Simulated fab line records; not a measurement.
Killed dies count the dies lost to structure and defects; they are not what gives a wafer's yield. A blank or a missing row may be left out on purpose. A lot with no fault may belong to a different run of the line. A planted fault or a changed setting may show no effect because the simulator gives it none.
Which tool did it? :: flow nandHarc :: 24 lots with 72 wafers sampled at 3 steps, on a route of 1302 steps

== WHAT EACH GAUGE READ, for each wafer ==
NHARC_P_GATE_CD_MEAS_33. Usual: 120.4 nm for cdNm, sd 3.
lot: L074
measured: day 5 00:42
on: cdSem-01
cdNm (nm): 116.3 116.1 119.7
flag: 

lot: L075
measured: day 5 16:37
on: cdSem-03
cdNm (nm): 124.1 118.4 122.3
flag: 

lot: L076
measured: day 5 19:58
on: cdSem-03
cdNm (nm): 120.2 122.4 118.8
flag: 

lot: L077
measured: day 6 07:35
on: cdSem-01
cdNm (nm): 123.9 123.2 117.4
flag: 

lot: L078
measured: day 6 22:56
on: cdSem-01
cdNm (nm): 123.8 121.7 124.8
flag: 

lot: L079
measured: day 7 02:51
on: cdSem-03
cdNm (nm): 118.4 120.8 118.9
flag: 

lot: L080
measured: day 7 21:11
on: cdSem-02
cdNm (nm): 118.6 119.9 118.0
flag: 

lot: L081
measured: day 7 21:45
on: cdSem-02
cdNm (nm): 124.0 124.2 120.1
flag: 

lot: L082
measured: day 8 16:46
on: cdSem-02
cdNm (nm): 119.7 121.4 112.0
flag: 

lot: L083
measured: day 9 00:20
on: cdSem-02
cdNm (nm): 115.1 119.0 120.5
flag: 

lot: L084
measured: day 9 12:41
on: cdSem-02
cdNm (nm): 123.0 115.9 117.8
flag: 

lot: L085
measured: day 9 18:24
on: cdSem-03
cdNm (nm): 122.3 126.8 123.2
flag: 

lot: L086
measured: day 9 18:55
on: cdSem-03
cdNm (nm): 117.1 113.1 123.5
flag: 

lot: L087
measured: day 10 09:27
on: cdSem-02
cdNm (nm): 121.2 120.6 119.7
flag: 

lot: L088
measured: day 11 09:58
on: cdSem-03
cdNm (nm): 114.5 121.2 125.0
flag: 

lot: L089
measured: day 11 11:19
on: cdSem-03
cdNm (nm): 124.0 121.7 125.6
flag: 

lot: L090
measured: day 12 02:01
on: cdSem-02
cdNm (nm): 122.1 123.1 127.3
flag: 

lot: L091
measured: day 12 13:08
on: cdSem-03
cdNm (nm): 120.7 121.3 117.9
flag: 

lot: L092
measured: day 12 13:47
on: cdSem-01
cdNm (nm): 120.6 119.0 122.5
flag: 

lot: L093
measured: day 13 00:37
on: cdSem-01
cdNm (nm): 118.7 117.2 118.9
flag: 

lot: L094
measured: day 13 06:04
on: cdSem-03
cdNm (nm): 116.0 116.5 118.1
flag: 

lot: L095
measured: day 13 15:49
on: cdSem-01
cdNm (nm): 118.6 120.7 120.7
flag: 

lot: L096
measured: day 14 09:07
on: cdSem-01
cdNm (nm): 125.0 125.3 124.5
flag: 

lot: L097
measured: day 14 11:43
on: cdSem-01
cdNm (nm): 117.6 120.6 122.9
flag: 

== WHAT TOOL EACH LOT RAN ON (gives the tool, then ch and the chambers of the sampled wafers, and finally the start) ==
lot: L074
NHARC_P_ZERO_WELL_DESCUM_54: rieDiel-10 ch 1,2, day 2 01:49
NHARC_P_GATE_ETCH_32: rieSi-04 ch 0,1,2, day 5 00:22

lot: L075
NHARC_P_ZERO_WELL_DESCUM_54: rieDiel-02 ch 0,1,2, day 2 12:06
NHARC_P_GATE_ETCH_32: rieSi-02 ch 0,1, day 5 16:17

lot: L076
NHARC_P_ZERO_WELL_DESCUM_54: rieDiel-10 ch 1,2, day 2 22:59
NHARC_P_GATE_ETCH_32: rieSi-05 ch 0,2,3, day 5 19:38

lot: L077
NHARC_P_ZERO_WELL_DESCUM_54: rieDiel-10 ch 0,1,3, day 3 08:10
NHARC_P_GATE_ETCH_32: rieSi-02 ch 1,2,3, day 6 07:17

lot: L078
NHARC_P_ZERO_WELL_DESCUM_54: rieDiel-07 ch 0,1,3, day 3 17:58
NHARC_P_GATE_ETCH_32: rieSi-05 ch 0,1, day 6 22:37

lot: L079
NHARC_P_ZERO_WELL_DESCUM_54: rieDiel-10 ch 0,2,3, day 4 03:56
NHARC_P_GATE_ETCH_32: rieSi-02 ch 0,2, day 7 02:31

lot: L080
NHARC_P_ZERO_WELL_DESCUM_54: rieDiel-07 ch 1,2,3, day 4 16:35
NHARC_P_GATE_ETCH_32: rieSi-02 ch 0,1,3, day 7 20:53

lot: L081
NHARC_P_ZERO_WELL_DESCUM_54: rieDiel-07 ch 0,1, day 5 00:05
NHARC_P_GATE_ETCH_32: rieSi-05 ch 2,3, day 7 21:25

lot: L082
NHARC_P_ZERO_WELL_DESCUM_54: rieDiel-07 ch 0,1, day 5 09:47
NHARC_P_GATE_ETCH_32: rieSi-02 ch 0,1,3, day 8 16:26

lot: L083
NHARC_P_ZERO_WELL_DESCUM_54: rieDiel-02 ch 0,2,3, day 5 20:01
NHARC_P_GATE_ETCH_32: rieSi-04 ch 1,2,3, day 9 00:00

lot: L084
NHARC_P_ZERO_WELL_DESCUM_54: rieDiel-02 ch 0,2,3, day 6 06:29
NHARC_P_GATE_ETCH_32: rieSi-04 ch 1,3, day 9 12:22

lot: L085
NHARC_P_ZERO_WELL_DESCUM_54: rieDiel-10 ch 0,1,3, day 6 16:00
NHARC_P_GATE_ETCH_32: rieSi-05 ch 0,1,3, day 9 18:05

lot: L086
NHARC_P_ZERO_WELL_DESCUM_54: rieDiel-07 ch 0,3, day 7 02:07
NHARC_P_GATE_ETCH_32: rieSi-04 ch 0,1,2, day 9 18:36

lot: L087
NHARC_P_ZERO_WELL_DESCUM_54: rieDiel-10 ch 0,1, day 7 12:00
NHARC_P_GATE_ETCH_32: rieSi-02 ch 0,1,2, day 10 09:07

lot: L088
NHARC_P_ZERO_WELL_DESCUM_54: rieDiel-10 ch 0,1,2, day 7 21:50
NHARC_P_GATE_ETCH_32: rieSi-02 ch 0,1,3, day 11 09:41

lot: L089
NHARC_P_ZERO_WELL_DESCUM_54: rieDiel-07 ch 0,3, day 8 07:55
NHARC_P_GATE_ETCH_32: rieSi-05 ch 0,1,3, day 11 10:58

lot: L090
NHARC_P_ZERO_WELL_DESCUM_54: rieDiel-02 ch 0,2,3, day 8 17:52
NHARC_P_GATE_ETCH_32: rieSi-05 ch 0,1,3, day 12 01:41

lot: L091
NHARC_P_ZERO_WELL_DESCUM_54: rieDiel-10 ch 0,1,3, day 9 04:21
NHARC_P_GATE_ETCH_32: rieSi-02 ch 0,1,2, day 12 12:48

lot: L092
NHARC_P_ZERO_WELL_DESCUM_54: rieDiel-02 ch 0,1,2, day 9 13:45
NHARC_P_GATE_ETCH_32: rieSi-05 ch 0,1,3, day 12 13:28

lot: L093
NHARC_P_ZERO_WELL_DESCUM_54: rieDiel-02 ch 0,1,2, day 10 00:13
NHARC_P_GATE_ETCH_32: rieSi-02 ch 0,1,2, day 13 00:18

lot: L094
NHARC_P_ZERO_WELL_DESCUM_54: rieDiel-07 ch 0,3, day 10 10:25
NHARC_P_GATE_ETCH_32: rieSi-04 ch 0,3, day 13 05:43

lot: L095
NHARC_P_ZERO_WELL_DESCUM_54: rieDiel-10 ch 1,2, day 10 19:50
NHARC_P_GATE_ETCH_32: rieSi-04 ch 0,1,3, day 13 15:28

lot: L096
NHARC_P_ZERO_WELL_DESCUM_54: rieDiel-02 ch 0,2,3, day 11 06:14
NHARC_P_GATE_ETCH_32: rieSi-02 ch 0,1,3, day 14 08:47

lot: L097
NHARC_P_ZERO_WELL_DESCUM_54: rieDiel-10 ch 0,1,2, day 11 16:01
NHARC_P_GATE_ETCH_32: rieSi-04 ch 0,3, day 14 11:24
- NHARC_P_ZERO_WELL_DESCUM_54: chemistry O2, time 3 s.
- NHARC_P_GATE_ETCH_32: etches the open film in HBr/Cl2, target depth 150 nm, time 100.1 s.

== WHAT THE TOOLS THEMSELVES READ (means of the sampled wafers that have a number; where no wafer has one, the mark that the record gives instead) ==
NHARC_P_ZERO_WELL_DESCUM_54. Usual: drypumpMotorCurrentA 5.6 A, standard deviation 0.45; oesProductAu 0.998 a.u., standard deviation 0.011; rfVppV 57.8 V, standard deviation 0.94; showerheadPlenumPTorr 1.90 Torr, standard deviation 0.09; throttleValvePct 11.311 %, standard deviation 0.0092.
lot: L074
tool: rieDiel-10
drypumpMotorCurrentA (A): 5.5
oesProductAu (a.u.): 0.991
rfVppV (V): 57.8
showerheadPlenumPTorr (Torr): 1.84
throttleValvePct (%): 11.317
flag: 

lot: L075
tool: rieDiel-02
drypumpMotorCurrentA (A): 5.4
oesProductAu (a.u.): 1.002
rfVppV (V): 57.3
showerheadPlenumPTorr (Torr): 1.90
throttleValvePct (%): 11.309
flag: 

lot: L076
tool: rieDiel-10
drypumpMotorCurrentA (A): 5.5
oesProductAu (a.u.): 0.999
rfVppV (V): 57.5
showerheadPlenumPTorr (Torr): 1.84
throttleValvePct (%): 11.299
flag: 

lot: L077
tool: rieDiel-10
drypumpMotorCurrentA (A): 5.6
oesProductAu (a.u.): 1.001
rfVppV (V): 57.6
showerheadPlenumPTorr (Torr): 1.83
throttleValvePct (%): 11.323
flag: 

lot: L078
tool: rieDiel-07
drypumpMotorCurrentA (A): 5.9
oesProductAu (a.u.): 0.995
rfVppV (V): 58.8
showerheadPlenumPTorr (Torr): 1.92
throttleValvePct (%): 11.321
flag: 

lot: L079
tool: rieDiel-10
drypumpMotorCurrentA (A): 5.3
oesProductAu (a.u.): 1.010
rfVppV (V): 57.6
showerheadPlenumPTorr (Torr): 1.85
throttleValvePct (%): 11.308
flag: 

lot: L080
tool: rieDiel-07
drypumpMotorCurrentA (A): 6.0
oesProductAu (a.u.): 1.004
rfVppV (V): 58.0
showerheadPlenumPTorr (Torr): 1.91
throttleValvePct (%): 11.312
flag: 

lot: L081
tool: rieDiel-07
drypumpMotorCurrentA (A): 5.8
oesProductAu (a.u.): 0.999
rfVppV (V): 57.2
showerheadPlenumPTorr (Torr): 1.88
throttleValvePct (%): 11.304
flag: 

lot: L082
tool: rieDiel-07
drypumpMotorCurrentA (A): 5.8
oesProductAu (a.u.): 0.995
rfVppV (V): 58.0
showerheadPlenumPTorr (Torr): 1.91
throttleValvePct (%): 11.311
flag: 

lot: L083
tool: rieDiel-02
drypumpMotorCurrentA (A): 5.4
oesProductAu (a.u.): 0.990
rfVppV (V): 58.3
showerheadPlenumPTorr (Torr): 2.00
throttleValvePct (%): 11.312
flag: 

lot: L084
tool: rieDiel-02
drypumpMotorCurrentA (A): 5.5
oesProductAu (a.u.): 0.993
rfVppV (V): 58.5
showerheadPlenumPTorr (Torr): 2.00
throttleValvePct (%): 11.303
flag: 

lot: L085
tool: rieDiel-10
drypumpMotorCurrentA (A): 5.6
oesProductAu (a.u.): 0.992
rfVppV (V): 57.7
showerheadPlenumPTorr (Torr): 1.82
throttleValvePct (%): 11.311
flag: 

lot: L086
tool: rieDiel-07
drypumpMotorCurrentA (A): 6.1
oesProductAu (a.u.): 0.994
rfVppV (V): 58.0
showerheadPlenumPTorr (Torr): 1.92
throttleValvePct (%): 11.305
flag: 

lot: L087
tool: rieDiel-10
drypumpMotorCurrentA (A): 5.9
oesProductAu (a.u.): 0.995
rfVppV (V): 56.5
showerheadPlenumPTorr (Torr): 1.80
throttleValvePct (%): 11.307
flag: 

lot: L088
tool: rieDiel-10
drypumpMotorCurrentA (A): 5.6
oesProductAu (a.u.): 1.001
rfVppV (V): 58.1
showerheadPlenumPTorr (Torr): 1.82
throttleValvePct (%): 11.315
flag: 

lot: L089
tool: rieDiel-07
drypumpMotorCurrentA (A): 6.1
oesProductAu (a.u.): 1.000
rfVppV (V): 58.0
showerheadPlenumPTorr (Torr): 1.92
throttleValvePct (%): 11.313
flag: 

lot: L090
tool: rieDiel-02
drypumpMotorCurrentA (A): 5.5
oesProductAu (a.u.): 0.998
rfVppV (V): 57.9
showerheadPlenumPTorr (Torr): 1.99
throttleValvePct (%): 11.307
flag: 

lot: L091
tool: rieDiel-10
drypumpMotorCurrentA (A): 5.7
oesProductAu (a.u.): 0.993
rfVppV (V): 57.1
showerheadPlenumPTorr (Torr): 1.82
throttleValvePct (%): 11.305
flag: 

lot: L092
tool: rieDiel-02
drypumpMotorCurrentA (A): 5.5
oesProductAu (a.u.): 0.998
rfVppV (V): 58.1
showerheadPlenumPTorr (Torr): 1.99
throttleValvePct (%): 11.305
flag: 

lot: L093
tool: rieDiel-02
drypumpMotorCurrentA (A): 5.4
oesProductAu (a.u.): 1.003
rfVppV (V): 58.3
showerheadPlenumPTorr (Torr): 1.99
throttleValvePct (%): 11.306
flag: 

lot: L094
tool: rieDiel-07
drypumpMotorCurrentA (A): 6.1
oesProductAu (a.u.): 0.996
rfVppV (V): 57.9
showerheadPlenumPTorr (Torr): 1.91
throttleValvePct (%): 11.314
flag: 

lot: L095
tool: rieDiel-10
drypumpMotorCurrentA (A): 5.5
oesProductAu (a.u.): 0.994
rfVppV (V): 59.0
showerheadPlenumPTorr (Torr): 1.82
throttleValvePct (%): 11.316
flag: 

lot: L096
tool: rieDiel-02
drypumpMotorCurrentA (A): 5.5
oesProductAu (a.u.): 0.987
rfVppV (V): 57.3
showerheadPlenumPTorr (Torr): 1.99
throttleValvePct (%): 11.309
flag: 

lot: L097
tool: rieDiel-10
drypumpMotorCurrentA (A): 5.6
oesProductAu (a.u.): 1.016
rfVppV (V): 58.4
showerheadPlenumPTorr (Torr): 1.91
throttleValvePct (%): 11.310
flag: 

NHARC_P_GATE_ETCH_32. Usual: drypumpMotorCurrentA 5.7 A, standard deviation 0.51; oesProductAu 1.000 a.u., standard deviation 0.0094; rfFwdPowerW 396.7 W, standard deviation 1.4; throttleValvePct 26.404 %, standard deviation 0.0087.
lot: L074
tool: rieSi-04
drypumpMotorCurrentA (A): 5.8
oesProductAu (a.u.): 1.000
rfFwdPowerW (W): 396.3
throttleValvePct (%): 26.401
flag: 

lot: L075
tool: rieSi-02
drypumpMotorCurrentA (A): 5.8
oesProductAu (a.u.): 1.009
rfFwdPowerW (W): 395.2
throttleValvePct (%): 26.404
flag: 

lot: L076
tool: rieSi-05
drypumpMotorCurrentA (A): 5.3
oesProductAu (a.u.): 1.001
rfFwdPowerW (W): 397.0
throttleValvePct (%): 26.408
flag: 

lot: L077
tool: rieSi-02
drypumpMotorCurrentA (A): 5.5
oesProductAu (a.u.): 0.995
rfFwdPowerW (W): 396.1
throttleValvePct (%): 26.402
flag: 

lot: L078
tool: rieSi-05
drypumpMotorCurrentA (A): 5.4
oesProductAu (a.u.): 1.012
rfFwdPowerW (W): 397.5
throttleValvePct (%): 26.405
flag: 

lot: L079
tool: rieSi-02
drypumpMotorCurrentA (A): 6.3
oesProductAu (a.u.): 0.999
rfFwdPowerW (W): 396.5
throttleValvePct (%): 26.400
flag: 

lot: L080
tool: rieSi-02
drypumpMotorCurrentA (A): 5.9
oesProductAu (a.u.): 1.018
rfFwdPowerW (W): 397.1
throttleValvePct (%): 26.407
flag: 

lot: L081
tool: rieSi-05
drypumpMotorCurrentA (A): 5.4
oesProductAu (a.u.): 1.002
rfFwdPowerW (W): 397.0
throttleValvePct (%): 26.410
flag: 

lot: L082
tool: rieSi-02
drypumpMotorCurrentA (A): 5.9
oesProductAu (a.u.): 1.004
rfFwdPowerW (W): 397.1
throttleValvePct (%): 26.409
flag: 

lot: L083
tool: rieSi-04
drypumpMotorCurrentA (A): 5.8
oesProductAu (a.u.): 1.001
rfFwdPowerW (W): 398.3
throttleValvePct (%): 26.394
flag: 

lot: L084
tool: rieSi-04
drypumpMotorCurrentA (A): 6.0
oesProductAu (a.u.): 0.990
rfFwdPowerW (W): 397.4
throttleValvePct (%): 26.398
flag: 

lot: L085
tool: rieSi-05
drypumpMotorCurrentA (A): 5.7
oesProductAu (a.u.): 1.003
rfFwdPowerW (W): 396.1
throttleValvePct (%): 26.405
flag: 

lot: L086
tool: rieSi-04
drypumpMotorCurrentA (A): 5.8
oesProductAu (a.u.): 0.999
rfFwdPowerW (W): 396.3
throttleValvePct (%): 26.400
flag: 

lot: L087
tool: rieSi-02
drypumpMotorCurrentA (A): 5.8
oesProductAu (a.u.): 0.998
rfFwdPowerW (W): 396.5
throttleValvePct (%): 26.404
flag: 

lot: L088
tool: rieSi-02
drypumpMotorCurrentA (A): 5.9
oesProductAu (a.u.): 1.000
rfFwdPowerW (W): 397.4
throttleValvePct (%): 26.400
flag: 

lot: L089
tool: rieSi-05
drypumpMotorCurrentA (A): 5.6
oesProductAu (a.u.): 1.001
rfFwdPowerW (W): 398.0
throttleValvePct (%): 26.406
flag: 

lot: L090
tool: rieSi-05
drypumpMotorCurrentA (A): 5.7
oesProductAu (a.u.): 1.003
rfFwdPowerW (W): 395.9
throttleValvePct (%): 26.403
flag: 

lot: L091
tool: rieSi-02
drypumpMotorCurrentA (A): 5.8
oesProductAu (a.u.): 0.992
rfFwdPowerW (W): 398.2
throttleValvePct (%): 26.406
flag: 

lot: L092
tool: rieSi-05
drypumpMotorCurrentA (A): 5.7
oesProductAu (a.u.): 1.003
rfFwdPowerW (W): 396.5
throttleValvePct (%): 26.401
flag: 

lot: L093
tool: rieSi-02
drypumpMotorCurrentA (A): 5.8
oesProductAu (a.u.): 1.006
rfFwdPowerW (W): 396.0
throttleValvePct (%): 26.404
flag: 

lot: L094
tool: rieSi-04
drypumpMotorCurrentA (A): 5.7
oesProductAu (a.u.): 0.993
rfFwdPowerW (W): 397.9
throttleValvePct (%): 26.405
flag: 

lot: L095
tool: rieSi-04
drypumpMotorCurrentA (A): 5.9
oesProductAu (a.u.): 0.999
rfFwdPowerW (W): 396.1
throttleValvePct (%): 26.396
flag: 

lot: L096
tool: rieSi-02
drypumpMotorCurrentA (A): 5.9
oesProductAu (a.u.): 0.999
rfFwdPowerW (W): 397.0
throttleValvePct (%): 26.406
flag: 

lot: L097
tool: rieSi-04
drypumpMotorCurrentA (A): 5.8
oesProductAu (a.u.): 0.996
rfFwdPowerW (W): 397.5
throttleValvePct (%): 26.410
flag: 

== THE ANSWER, worked out from the rows above alone ==
Rule: a lot is off if the mean of its wafers that have a number lies more than 3 standard deviations from the usual mean. A lot without any number at a reading at which 4 lots or more have one is off too. All remaining lots with rows at the step are treated as sound. First the gauges in route order, then the tools' own readings, where a lot's mean is used as printed above. The first step at which some lot is off is used, and at that step the reading that is off furthest; a lot without a number counts as furthest.
Across all readings shown, no lot is off: no conclusion can be drawn from this.

== WHAT WAS PUT IN BY THE SIMULATOR ==
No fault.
